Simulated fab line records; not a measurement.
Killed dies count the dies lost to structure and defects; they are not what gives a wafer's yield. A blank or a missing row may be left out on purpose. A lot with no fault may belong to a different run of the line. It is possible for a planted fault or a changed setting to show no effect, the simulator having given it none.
fab line records | flow n5Finfet
[record] lots = 3 wafers = 9 lastDay = 17
route steps=1938 shown STI_FIN_REVEAL@203 DUMMY_GATE@212 PASSIVATION@1936
lots that met no fault: taken from a fault-free run of the same line
startH: the number of hours between the record's first day and the start of the first shown wafer of the lot | waitH: time in hours since the lot's previous step | " unchanged from the row above | L1.1+2: one row covering several wafers at once | - either no value or no given start | * or withheld: withheld | < > ~ a bound
route shown NAME@n: a module of which the file shows steps, and the number in the route of the first | usual: mean/standard deviation of fault-free wafers | same: alike in all rows | chamber/n: place in a boat | sites: per-site readings | _std_site: standard deviation of those values | _edge_site: mean of outer sites minus mean of inner sites | radiusMm: for every site, how far away it sits from the centre of the wafer | mask NAME#n: copy n | behind: tool/chamber where the wafer was last shaped | hold: reason for holding the lot/hours on hold/outcome of the hold | device: names the non-switching transistor (n, p or np) | end of line: the tests these same wafers got at the end of their route | where a step has no rows: the recipe by itself | killed: at the first sort, the dies lost to defects and structure; wafer yield is something else | map: the dies of a wafer, with x for killed, . for not killed, _ for no die there
set.NAME: the run value of the setting; set.NAME@STEP: its run value at that earlier step | model.NAME: the simulator's own value behind a step, which no gauge read
lots at selected steps of the route; one table per step, one row per wafer
services: from which hour (startH, from the record's first day; less than 0 if before it) a tool's chamber was out of use, for how many hours, and why
[[steps]]
[step N5_STI_FIN_REVEAL_SRD_21]
[recipe] dry = ipaMarangoni timeS = 30 tempC = 23 rinseLiquid = diw
[step N5_STI_FIN_REVEAL_OXIDATION_33]
[recipe] chemistry = O2_PLASMA_REMOTE tempC = 150 timeS = 20 pressureMtorr = 1000 sourcePowerW = 2000 o2FlowSccm = 3000
[step N5_STI_FIN_REVEAL_CLEAN_19]
[recipe] chemistry = O3/DIW tempC = 25 timeS = 120 o3Ppm = 10
[step N5_STI_FIN_REVEAL_SRD_23]
[recipe] dry = ipaMarangoni timeS = 30 tempC = 23 rinseLiquid = diw
[step N5_STI_FIN_REVEAL_PRECLEAN_18]
[recipe] chemistry = SC2 timeS = 45 tempC = 35 mix = 1:1:50
[step N5_STI_FIN_REVEAL_SRD_28]
[recipe] dry = ipaMarangoni timeS = 30 tempC = 23 rinseLiquid = diw
[step N5_DUMMY_GATE_PRECLEAN_00]
[recipe] chemistry = O3/DIW timeS = 60 tempC = 22 o3Ppm = 10
[step N5_DUMMY_GATE_SRD_01]
[recipe] timeS = 30 tempC = 23 rinseLiquid = diw dry = ipaMarangoni
[step N5_DUMMY_GATE_ALD_02]
[recipe] material = SiO2 targetThkA = 20 tempC = 300 aldPrecursorFamily = BDEAS aldCoReactant = O2-plasma pulseTimeS = 1 pressureTorr = 2
[step N5_DUMMY_GATE_CVD_03]
[recipe] material = a-Si targetThkA = 1500 tempC = 530 precursor = SiH4 timeS = 8042
[usual] spikeTcLowerC = 528.9/0.59 zonePowerTopPct = 15.0/1.5 zonePowerUpperPct = 6.4/0.5
// columns lot.wafer tool chamber startH waitH spikeTcLowerC zonePowerTopPct zonePowerUpperPct model.a-Si_of_DUMMY_GATE_CVD_03.thkNm
L106.1 lpcvd-02 1/15 37.54 0.1 528.5 15.8 5.8 148
L106.2 " 1/20 " " 528.5 15.8 5.8 149
L106.3 " 1/25 " " 528.5 15.8 5.8 149.2
L116.2 lpcvd-02 1/20 97.24 0.1 528.6 15.8 5.8 109.8
L116.4 " 1/29 " " 528.6 15.8 5.8 110.4
L116.5 " 1/34 " " 528.6 15.8 5.8 109.8
L125.2 lpcvd-01 0/70 151.95 1.1 528.8 16.7 6.3 150
L125.3 " 0/75 " " 528.8 16.7 6.3 149.6
L125.6 " 0/89 " " 528.8 16.7 6.3 150.8
[step N5_DUMMY_GATE_PRECLEAN_46]
[recipe] chemistry = DIW timeS = 89.5 tempC = 23
[step N5_DUMMY_GATE_SRD_47]
[recipe] dryTimeS = 32 dry = n2Spin spinRpm = 1500
[step N5_DUMMY_GATE_CMP_04]
[recipe] material = a-Si postCmpClean = alkalineBrush
[step N5_DUMMY_GATE_HM_DEP_06]
[recipe] material = SiNx targetThkA = 800 precursor = DCS/NH3 tempC = 700 pressureMtorr = 300 timeS = 5141
[step N5_DUMMY_GATE_PECVD_30]
[recipe] material = SiO2 targetThkA = 550 tempC = 400 precursor = TEOS/O2 pressureTorr = 6.5 rfW = withheld teosFlowSccm = withheld gas = O2 flowSccm = 2650 timeS = 10.8
[step N5_DUMMY_GATE_COAT_34]
[recipe] resist = SOC tempC = 250 timeS = 60 spinRpm = 1500 resistThkNm = 60
[step N5_DUMMY_GATE_COAT_35]
[recipe] resist = SiARC tempC = 220 timeS = 60 spinRpm = 1500 resistThkNm = 10
[step N5_DUMMY_GATE_COAT_28]
[recipe] resist = underlayer tempC = 205 timeS = 60 spinRpm = 1500 resistThkNm = 10
[step N5_DUMMY_GATE_COAT_09]
[recipe] resist = CAR-EUV spinRpm = 1500 resistThkNm = 30
[step N5_DUMMY_GATE_EBR_11]
[recipe] solvent = PGMEA ebrWidthMm = 1.5
[step N5_DUMMY_GATE_SOFTBAKE_10]
[recipe] tempC = 110 timeS = 60 resist = CAR-EUV
[step N5_DUMMY_GATE_EXPOSE_12]
[recipe] maskId = GATE na = 0.33 sourceShape = annular sigmaInner = 0.2 sigmaOuter = 0.6 polarization = unpolarized targetCdNm = 25 doseMj = 34
[step N5_DUMMY_GATE_PEB_13]
[recipe] pebTempC = 100 pebTimeS = 60 resist = CAR-EUV
[step N5_DUMMY_GATE_DEVELOP_14]
[recipe] developTimeS = 30 developer = TMAH resist = CAR-EUV rinseLiquid = surfactantRinse dry = airSpin devTempC = 23
[step N5_DUMMY_GATE_DESCUM_20]
[recipe] chemistry = O2 timeS = 6.2 sourcePowerW = 50 biasPowerW = 20 pressureMtorr = 20 rfFrequencyHz = 2.712e+07 tempC = 40 resist = CAR-EUV o2FlowSccm = 225
[step N5_DUMMY_GATE_ETCH_29]
[recipe] chemistry = N2/H2 target = underlayer targetDepthA = 130 ionEnergyEv = 200 pressureMtorr = 30 sourceW = 840 biasW = 150 n2FlowSccm = 200 h2FlowSccm = 200
[step N5_DUMMY_GATE_ETCH_36]
[recipe] chemistry = CF4 target = SiARC targetDepthA = 130 pressureMtorr = 40 sourceW = 545 biasW = 36 Ar_flow_sccm = 100 cf4FlowSccm = 100 ionEnergyEv = 80
[step N5_DUMMY_GATE_ETCH_37]
[recipe] chemistry = N2/H2 target = SOC targetDepthA = 600 overetchA = 300 tempC = 40 ionEnergyEv = 200 pressureMtorr = 30 sourceW = 840 biasW = 150 n2FlowSccm = 200 h2FlowSccm = 200
[step N5_DUMMY_GATE_STRIP_38]
[recipe] chemistry = N2/H2 tempC = 40 n2FlowSccm = 200 h2FlowSccm = 200 rfFrequencyHz = 6e+07
[step N5_DUMMY_GATE_STRIP_39]
[recipe] chemistry = N2/H2 tempC = 40 n2FlowSccm = 200 h2FlowSccm = 200 rfFrequencyHz = 6e+07
[step N5_DUMMY_GATE_TRIM_49]
[recipe] chemistry = O2 resist = SOC timeS = 29 targetCdNm = 14 sourcePowerW = 300 biasPowerW = 0 O2_flow_sccm = 100 tempC = 20
[step N5_DUMMY_GATE_STRIP_40]
[recipe] chemistry = CF4 resist = SiARC powerW = 300 biasPowerW = 75 pressureMtorr = 50 cf4FlowSccm = 150 rfFrequencyHz = 6e+07
[step N5_DUMMY_GATE_ETCH_31]
[recipe] chemistry = C4F6/O2 target = SiO2 maskMaterial = SOC targetDepthA = 825 timeS = 27.5 ionEnergyEv = 250 pressureMtorr = 30 sourceW = 345 biasW = 185 Ar_flow_sccm = 300 C4F6_flow_sccm = 10 O2_flow_sccm = 10
[step N5_DUMMY_GATE_STRIP_41]
[recipe] chemistry = O2 powerW = 400 tempC = 40 pressureMtorr = 30 rfFrequencyHz = 6e+07 biasPowerW = 0 overashFraction = 0.3 o2FlowSccm = 225
[step N5_PASSIVATION_PROBE_49]
[usual] defectLimitedYield = 91.1/1.4 killed_at_M0_to_M3 = 32/9.3 killed_at_M4_up = 13/5.8 killedAtContacts = 12/6.3 killedAtFrontEnd = 44/12 killedAtOther = 3.6/2.7 killedDies = 104/17 killedOnRim = 14/3.9 killedOpen = 69/13 killedShort = 34/6.9 sort_bin_5_function = 5.2/0.98 sort_bin_6_memory = 3.3/0.59 sortNPass = 1075/17 sortYieldPct = 91.1/1.4
[same] grossDies = 1180 killedAtBackSide = 0 sort_bin_4_leakage[%] = 0 sort_bin_8_speed[%] = 0
// columns lot.wafer tool chamber startH waitH defectLimitedYield[%] killed_at_M0_to_M3 killed_at_M4_up killedAtContacts killedAtFrontEnd killedAtOther killedDies killedOnRim killedOpen killedShort sort_bin_5_function[%] sort_bin_6_memory[%] sortNPass sortYieldPct[%]
L116.2 prober-01 - 345.13 0.1 0 33 20 30 1096 1 1180 152 89 45 95.3 4.4 0 0
L116.5 prober-01 - 345.28 0.2 0 27 17 18 1118 0 1180 152 72 32 95.9 3.6 0 0
L125.2 prober-02 - 396.23 0.1 91.0 39 23 8 21 15 106 14 69 37 4.7 3.9 1074 91.0
L125.3 prober-02 - 396.28 0.1 93.0 24 13 6 34 6 83 11 52 30 4.4 2.2 1097 93.0
L125.6 prober-02 - 396.43 0.3 91.0 37 8 11 40 10 106 9 74 32 6.1 2.6 1074 91.0
// killed by level:class
L116.2 DUMMY_GATE:areaCvd=1046 MOL_CONTACT_COAG:geometricParticle:open=24 FIN_SAQP:geometricParticle:open=14 BEOL_M4:geometricParticle:open=14 BEOL_M2:geometricParticle:open=13 FIN_SAQP:geometricParticle:short=12 BEOL_M0_SAQP:geometricParticle:short=7 MOL_CONTACT_COAG:geometricParticle:short=6
L116.5 DUMMY_GATE:areaCvd=1076 BEOL_M2:geometricParticle:open=16 MOL_CONTACT_COAG:geometricParticle:open=15 FIN_SAQP:geometricParticle:short=8 BEOL_M4:geometricParticle:open=7 GATE_CUT:geometricParticle:short=7 DUMMY_GATE:geometricParticle:open=5 GATE_CUT:geometricParticle:open=5
L125.2 BEOL_M2:geometricParticle:open=10 FIN_SAQP:geometricParticle:short=7 BEOL_M2:geometricParticle:short=7 MOL_CONTACT_COAG:geometricParticle:open=7 BEOL_M5:geometricParticle:open=7 BEOL_M0:geometricParticle:open=5 BEOL_M3:geometricParticle:open=5 BEOL_M4:geometricParticle:short=5
L125.3 FIN_SAQP:geometricParticle:open=6 STI_FIN_REVEAL:geometricParticle:open=6 BEOL_M0_SAQP:geometricParticle:short=6 BEOL_M2:geometricParticle:open=5 BEOL_M3:geometricParticle:open=5 DUMMY_GATE:geometricParticle:short=4 BEOL_M0_SAQP:geometricParticle:open=4 DUMMY_GATE:geometricParticle:open=3
L125.6 DUMMY_GATE:geometricParticle:open=12 MOL_CONTACT_COAG:geometricParticle:open=10 BEOL_M3:geometricParticle:open=10 FIN_SAQP:geometricParticle:open=7 BEOL_M2:geometricParticle:open=5 BEOL_M0_SAQP:geometricParticle:open=5 STI_FIN_REVEAL:geometricParticle:open=4 BEOL_M0:geometricParticle:short=4
// map L116.2 (x killed, . not)
_________________xxxxxxxxxxxx________________
______________xxxxxxxxxxxxxxxxxx_____________
___________xxxxxxxxxxxxxxxxxxxxxxxx__________
__________xxxxxxxxxxxxxxxxxxxxxxxxxx_________
________xxxxxxxxxxxxxxxxxxxxxxxxxxxxxx_______
_______xxxxxxxxxxxxxxxxxxxxxxxxxxxxxxxx______
______xxxxxxxxxxxxxxxxxxxxxxxxxxxxxxxxxx_____
_____xxxxxxxxxxxxxxxxxxxxxxxxxxxxxxxxxxxx____
____xxxxxxxxxxxxxxxxxxxxxxxxxxxxxxxxxxxxxx___
___xxxxxxxxxxxxxxxxxxxxxxxxxxxxxxxxxxxxxxxx__
___xxxxxxxxxxxxxxxxxxxxxxxxxxxxxxxxxxxxxxxx__
__xxxxxxxxxxxxxxxxxxxxxxxxxxxxxxxxxxxxxxxxxx_
__xxxxxxxxxxxxxxxxxxxxxxxxxxxxxxxxxxxxxxxxxx_
_xxxxxxxxxxxxxxxxxxxxxxxxxxxxxxxxxxxxxxxxxxxx
_xxxxxxxxxxxxxxxxxxxxxxxxxxxxxxxxxxxxxxxxxxxx
_xxxxxxxxxxxxxxxxxxxxxxxxxxxxxxxxxxxxxxxxxxxx
_xxxxxxxxxxxxxxxxxxxxxxxxxxxxxxxxxxxxxxxxxxxx
_xxxxxxxxxxxxxxxxxxxxxxxxxxxxxxxxxxxxxxxxxxxx
_xxxxxxxxxxxxxxxxxxxxxxxxxxxxxxxxxxxxxxxxxxxx
_xxxxxxxxxxxxxxxxxxxxxxxxxxxxxxxxxxxxxxxxxxxx
_xxxxxxxxxxxxxxxxxxxxxxxxxxxxxxxxxxxxxxxxxxxx
__xxxxxxxxxxxxxxxxxxxxxxxxxxxxxxxxxxxxxxxxxx_
__xxxxxxxxxxxxxxxxxxxxxxxxxxxxxxxxxxxxxxxxxx_
___xxxxxxxxxxxxxxxxxxxxxxxxxxxxxxxxxxxxxxxx__
___xxxxxxxxxxxxxxxxxxxxxxxxxxxxxxxxxxxxxxxx__
____xxxxxxxxxxxxxxxxxxxxxxxxxxxxxxxxxxxxxx___
_____xxxxxxxxxxxxxxxxxxxxxxxxxxxxxxxxxxxx____
______xxxxxxxxxxxxxxxxxxxxxxxxxxxxxxxxxx_____
_______xxxxxxxxxxxxxxxxxxxxxxxxxxxxxxxx______
________xxxxxxxxxxxxxxxxxxxxxxxxxxxxxx_______
__________xxxxxxxxxxxxxxxxxxxxxxxxxx_________
___________xxxxxxxxxxxxxxxxxxxxxxxx__________
______________xxxxxxxxxxxxxxxxxx_____________
_________________xxxxxxxxxxxx________________
// map L106.2 (x killed, . not)
_________________.......x.x..________________
______________x..x.xxx..x......._____________
___________..x.................x...__________
__________.......x..x..x............_________
________.................x....x......._______
_______.x.........x.x.................x______
______..x.....x...xx.......x............_____
_____...........x........x...x.........x.____
____...........................x..........___
___.......................x................__
___.....xx....x............................__
__...xx..xx............x.....x..xx.........._
__..x..........x.x......x.x....x........x..x_
_...............xxxx...................x.....
_...x...............x......x........x......x.
_...........x......x.....x.x....x........x..x
_..x...............xxxx...............x......
_...........xx........x................x...x.
_....x............x..x.x.....................
_...............xxx.....................xx...
_..........x...x......x...................x..
__...............x..........x...........x.xx_
__.....x...........x.x.................x...._
___....x...........x..............xx.....x.__
___.xx..........................x.....x...x__
____.......x............x..x..............___
_____.....x..............................____
______.....................x............_____
_______.....x.x.x......x..x....x....x..______
________x.................x.....x..x.._______
__________.......x.............x..x._________
___________....x..................x__________
______________...........x....x._____________
_________________............________________
[[services]]
// columns tool chamber startH hours kind
lpcvd-02 - 24.62 1.3 repair
lpcvd-01 - 149.20 2.7 pm
[[key]]
[firstSign] step = N5_PASSIVATION_PROBE_49 reading = sort_bin_5_function direction = up sigmas = 92 usual = 5.2 struck = 95.6
[effect] step = N5_PASSIVATION_PROBE_49 reading = killedAtFrontEnd direction = up sigmas = 86 usual = 44 struck = 1107
[modelEffect] step = N5_DUMMY_GATE_CVD_03 value = a-Si_of_DUMMY_GATE_CVD_03.thkNm without = 149.6 struck = 110
[moreKillsBornAt] N5_DUMMY_GATE_CVD_03@lpcvd-02 = 2122
metAt N5_DUMMY_GATE_CVD_03
struckWafers L116.2,L116.4,L116.5
rowsEnd L116.4
laterRowsLeftOut L116.2,L116.5
onsetBetween 37.54 97.24
[earlierFault] kind = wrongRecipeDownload tool = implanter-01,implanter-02 chamber = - onsetH = 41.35 steps = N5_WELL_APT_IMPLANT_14 wrongRecipe.notListed = 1
[fault] kind = processParameterDrift tool = lpcvd-02 chamber = 1 onsetH = 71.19 steps = N5_DUMMY_GATE_CVD_03 channel = timeS offset = * shape = step actsIn = * stated = *
// laterRowsLeftOut: the simulator's readings of these wafers behind a module that went badly wrong aren't trusted and aren't shown, but for the sort
// rowsEnd: these wafers met a further fault down the route, and their rows from its step on are left out
